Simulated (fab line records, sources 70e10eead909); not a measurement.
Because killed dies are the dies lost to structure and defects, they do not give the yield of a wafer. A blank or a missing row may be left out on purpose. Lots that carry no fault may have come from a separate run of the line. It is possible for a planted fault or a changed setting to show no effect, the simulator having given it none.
2 desks, one fault	flow nandHarc	numbers are kept per desk, each desk with only its own; the story behind them comes last

== AT THE TOOL OWNER'S DESK: aldHk-04 ==
The tool's own readings at NHARC_A_WL_FILL_ALD_00 (deposits Al2O3, target thk 3 nm, pulse time 3 s, ald cycles 30): means of the sampled wafers that have a number, for each lot that ran on this tool. A lot is out of limits, marked OUT, if its mean lies more than 4 standard deviations from the usual mean; the brackets give that distance.
Columns: A = heaterPowerW at NHARC_A_WL_FILL_ALD_00, usual 466 W; B = precursorPulseHeightRel at NHARC_A_WL_FILL_ALD_00, usual 1.001
lot	first seen here	A	B
L458	day 20 06:33	464	1.012
L461	day 22 03:00	457	1.003
L468	day 24 11:48	462	1.001
L471	day 24 23:56	483	1.010
L469	day 25 07:56	480	1.003
This desk's verdict: no lot among the 5 shows anything out of limits.

== FROM THE METROLOGY DESK ==
Means of the sampled wafers that have a number, per lot and without regard to the tool the lot ran on: this is what the gauges read. A lot is out of limits, marked OUT, if its mean lies more than 4 standard deviations from the usual mean; the brackets give that distance.
Columns: A = cdNm at NHARC_A_SLIT_CD_MEAS_21, usual 289.8 nm
lot	first seen here	A
L458	day 19 23:48	290.5
L461	day 21 20:18	290.3
L463	day 22 05:52	288.6
L468	day 24 05:10	290.1
L471	day 24 17:16	289.0
L469	day 25 01:11	289.4
L473	day 26 14:01	290.4
L474	day 26 14:30	289.4
L475	day 26 17:42	290.9
L476	day 27 22:02	290.5
L479	day 29 05:28	290.5
L480	day 29 07:26	289.5
This desk's verdict: no lot among the 12 shows anything out of limits.

== ALL TOGETHER ==
The tool owner's desk saw nothing out of limits.
Nothing out of limits was seen by the metrology desk.

== WHAT THE SIMULATOR HAD PUT IN ==
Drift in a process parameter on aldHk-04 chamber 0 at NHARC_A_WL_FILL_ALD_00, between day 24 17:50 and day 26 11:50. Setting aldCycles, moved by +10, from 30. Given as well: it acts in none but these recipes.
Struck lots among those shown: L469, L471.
